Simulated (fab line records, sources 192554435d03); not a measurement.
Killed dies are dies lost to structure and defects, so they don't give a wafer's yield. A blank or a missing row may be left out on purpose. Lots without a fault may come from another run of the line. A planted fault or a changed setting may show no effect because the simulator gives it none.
Split-lot experiment | flow n5_finfet | 7 lots, 39 wafers read, on a route of 1938 steps

THE SPLIT
At N5_HKMG_FIN_ETCH_31 (etches SiARC in CF4, target depth 45.5 nm, time 75.8 s), the setting bias_w was moved away from the recipe's 36 W on 12 of the 39 wafers read, by +13.1% to +18.6%. The other wafers ran this setting at the recipe's value.

The reading is taken at the split's own step.

THE READING
rf_vpp_V, in V, at N5_HKMG_FIN_ETCH_31 (etches SiARC in CF4, target depth 45.5 nm, time 75.8 s). Fault-free wafers of this fab line usually give 184.3 V, standard deviation 1.1 V.

wafer  | tool, chamber at the split | bias_w as run, W | against the recipe | rf_vpp_V, V | against lot-mates on the recipe
L074.1 | rie_diel-02, 2             | 36               | recipe             | 182.6       | -
L074.2 | rie_diel-02, 0             | 36               | recipe             | 183.5       | -
L074.3 | rie_diel-02, 3             | 42.68            | +18.6%             | 207.2       | +23.9
L074.4 | rie_diel-02, 1             | 42.68            | +18.6%             | 205.1       | +21.8
L074.5 | rie_diel-02, 0             | 36               | recipe             | 183.9       | -
L074.6 | rie_diel-02, 3             | 42.68            | +18.6%             | 207.0       | +23.7
L080.1 | rie_diel-02, 1             | 40.7             | +13.1%             | 198.6       | +14.4
L080.2 | rie_diel-02, 0             | 36               | recipe             | 182.3       | -
L080.3 | rie_diel-02, 2             | 36               | recipe             | 184.4       | -
L080.4 | rie_diel-02, 3             | 36               | recipe             | 185.9       | -
L080.5 | rie_diel-02, 2             | 40.7             | +13.1%             | 199.7       | +15.5
L080.6 | rie_diel-02, 3             | 40.7             | +13.1%             | 202.4       | +18.2
L081.1 | rie_diel-04, 1             | 36               | recipe             | 183.2       | -
L081.2 | rie_diel-04, 0             | 36               | recipe             | 185.5       | -
L081.3 | rie_diel-04, 3             | 36               | recipe             | 183.8       | -
L081.4 | rie_diel-04, 2             | 36               | recipe             | 185.7       | -
L081.5 | rie_diel-04, 1             | 36               | recipe             | 183.5       | -
L081.6 | rie_diel-04, 0             | 36               | recipe             | 186.1       | -
L087.1 | rie_diel-04, 2             | 42.17            | +17.1%             | 203.9       | +19.7
L087.2 | rie_diel-04, 1             | 36               | recipe             | 184.4       | -
L087.3 | rie_diel-04, 3             | 42.17            | +17.1%             | 203.3       | +19.1
L087.4 | rie_diel-04, 0             | 36               | recipe             | 183.8       | -
L087.5 | rie_diel-04, 3             | 36               | recipe             | 184.3       | -
L087.6 | rie_diel-04, 2             | 42.17            | +17.1%             | 204.7       | +20.5
L089.1 | rie_diel-04, 1             | 42.69            | +18.6%             | 205.7       | +20.1
L089.2 | rie_diel-04, 3             | 36               | recipe             | 184.0       | -
L089.3 | rie_diel-04, 2             | 36               | recipe             | 187.0       | -
L089.4 | rie_diel-04, 0             | 36               | recipe             | 185.9       | -
L089.5 | rie_diel-04, 3             | 42.69            | +18.6%             | 205.1       | +19.5
L089.6 | rie_diel-04, 2             | 42.69            | +18.6%             | 206.6       | +21.0
L091.1 | rie_diel-06, 0             | 36               | recipe             | 183.5       | -
L091.3 | rie_diel-06, 3             | 36               | recipe             | 182.9       | -
L091.5 | rie_diel-06, 3             | 36               | recipe             | 182.1       | -
L092.1 | rie_diel-02, 2             | 36               | recipe             | 182.7       | -
L092.2 | rie_diel-02, 1             | 36               | recipe             | 185.1       | -
L092.3 | rie_diel-02, 3             | 36               | recipe             | 185.5       | -
L092.4 | rie_diel-02, 0             | 36               | recipe             | 185.3       | -
L092.5 | rie_diel-02, 2             | 36               | recipe             | 184.0       | -
L092.6 | rie_diel-02, 1             | 36               | recipe             | 184.2       | -

THE FIT
A straight line over all 39 wafers: rf_vpp_V changes by +1.18 V for each +1% of bias_w; r = +0.99; the points scatter about the line by 1.2 V.
The same after taking each lot's own level away (the mean of its wafers on the recipe; 39 wafers): +1.17 V for each +1%; r = +0.99; scatter 1.2 V.
On that fit, the largest move of bias_w shifts the reading by 22 V.
The lots' own levels span 182.83 to 185.63 V, that is 2.5 times the standard deviation above.
So the lot-to-lot level changes the slope little: the two slopes agree.
Check: with one of the wafers moved furthest among these (+18.6%) left out of the fit, the line predicts +22 V for it against its lot-mates. It came out at +20.1 V against them.
Tool readings at the split's step, against how far the setting was moved: etch_rf_on_time_s r = -0.85; rf_vpp_V r = +0.99.

OTHER SPLITS ON THESE WAFERS
These wafers also went through other splits before the reading. Each is held against what the fit with the lots' levels taken away leaves over:
other split on the same wafers       | wafers away from the commonest value | r with rf_vpp_V (lot level and that fit taken away)
N5_DUMMY_GATE_ETCH_37 source_w       | 9                                    | -0.11
N5_DUMMY_GATE_ETCH_31 target_depth_a | 15                                   | -0.21
N5_SD_EPI_N_LINER_46 target_thk_a    | 12                                   | +0.14
N5_HKMG_FIN_ETCH_55 bias_w           | 12                                   | -0.38

THE WHOLE CHAIN: every reading that the file lists as answering this split, in the file's order
step                | what it does                                           | reading           | change (the file's fit)              | r (the file's)
N5_HKMG_FIN_ETCH_31 | etches SiARC in CF4, target depth 45.5 nm, time 75.8 s | etch_rf_on_time_s | withheld for each +1% of the setting | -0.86
N5_HKMG_FIN_ETCH_31 | etches SiARC in CF4, target depth 45.5 nm, time 75.8 s | rf_vpp_V          | +1.17 V for each +1% of the setting  | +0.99

THE FILE'S OWN FIT
rf_vpp_V changes by +1.17 V for each +1% of bias_w, r = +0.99.
